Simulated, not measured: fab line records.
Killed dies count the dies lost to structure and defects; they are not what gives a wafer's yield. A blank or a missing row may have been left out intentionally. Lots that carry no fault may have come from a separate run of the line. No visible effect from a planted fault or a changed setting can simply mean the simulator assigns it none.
Matching of chambers ; flow n5Finfet ; 4 sister chambers for N5_HKMG_FIN_DESCUM_17 on rieDiel-03
The step chemistry O2, time 7.9 s. 8 wafers are shown with their chamber, then 8 later ones without.

WAFERS, EACH WITH ITS CHAMBER
wafer;chamber;showerheadPlenumPTorr (Torr);throttleValvePct (%)
L088.4;3;2.14;20.32
L088.5;1;2.07;20.95
L089.1;3;2.14;20.33
L089.2;1;2.07;20.94
L091.2;2;2.17;20.37
L091.4;0;1.96;20.37
L091.5;0;1.96;20.37
L094.3;2;2.16;20.39

WAFERS WITHOUT THEIR CHAMBER
wafer;showerheadPlenumPTorr (Torr);throttleValvePct (%)
L094.5;2.13;20.34
L094.6;1.96;20.39
L095.3;2.07;20.96
L095.5;2.16;20.40
L095.6;2.13;20.34
L097.3;1.96;20.41
L097.4;2.16;20.40
L097.5;2.07;20.96

WHICH CHAMBER EACH ONE RAN IN
wafer;from the rows above;in truth
L094.5;3;3
L094.6;0;0
L095.3;1;1
L095.5;2;2
L095.6;3;3
L097.3;0;0
L097.4;2;2
L097.5;1;1
Correctly placed: 8 of 8. Not placeable from these rows: 0. 0 placed wrongly.
How it was worked out, from the rows above alone: a wafer's distance from a chamber is the root of the sum, over the readings, of the square of ((its reading less the chamber's mean) divided by the reading's scatter). The wafer belongs to the nearest chamber; if the next one is less than 2 further off, it can't be placed. A chamber's mean is the mean of its shown wafers. How the scatter is found: for the shown wafers, subtract from each reading the mean of its chamber, square and add these, divide the total by (wafers less chambers), then take the root.
